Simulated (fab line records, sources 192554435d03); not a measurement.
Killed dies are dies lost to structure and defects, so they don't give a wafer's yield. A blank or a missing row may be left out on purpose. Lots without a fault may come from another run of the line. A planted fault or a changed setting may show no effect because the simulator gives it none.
Which tool did it? | flow n5_finfet | 12 lots, 36 wafers sampled, at 1 step of a route of 1938

WHAT THE GAUGES READ, wafer by wafer
N5_BEOL_M14_OCD_MEAS_35.
lot  | measured     | on     | trench_depth_nm (nm)
L075 | day 11 10:15 | ocd-01 | 583 564 576
L077 | day 12 00:44 | ocd-02 | 570 581 565
L079 | day 12 10:49 | ocd-02 | 515 568 567
L081 | day 12 23:32 | ocd-01 | 520 587 576
L082 | day 13 09:32 | ocd-02 | 534 572 524
L084 | day 13 16:31 | ocd-02 | 524 567 560
L086 | day 14 12:36 | ocd-01 | 575 526 535
L089 | day 14 15:17 | ocd-01 | 576 531 573
L091 | day 15 12:20 | ocd-02 | 529 571 522
L095 | day 16 08:07 | ocd-01 | 567 560 577
L093 | day 16 13:59 | ocd-02 | 566 528 521
L097 | day 17 01:49 | ocd-01 | 586 538 549

WHICH TOOL RAN EACH LOT (tool, then ch and the chambers of the sampled wafers, then the start)
The record holds no process step before these readings.

THE ANSWER, worked out from the rows above alone
Rule: what is usual is taken from the lots themselves. Put in order of their means at a reading, lots are off if they are a third of the lots or fewer, leave a main group of 4 or more, and stand apart from it by a gap of 3 or more times the standard deviation of the main group's means; of several such gaps the widest counts. A main group whose means are all the same, to the digits that the tables above print for the reading, isn't used. A lot without any number at a reading at which 4 lots or more have one is off too. The other lots that the step has rows for count as sound.
No lot is off at any reading shown: from this, nothing can be told.

WHAT THE SIMULATOR HAD PUT IN
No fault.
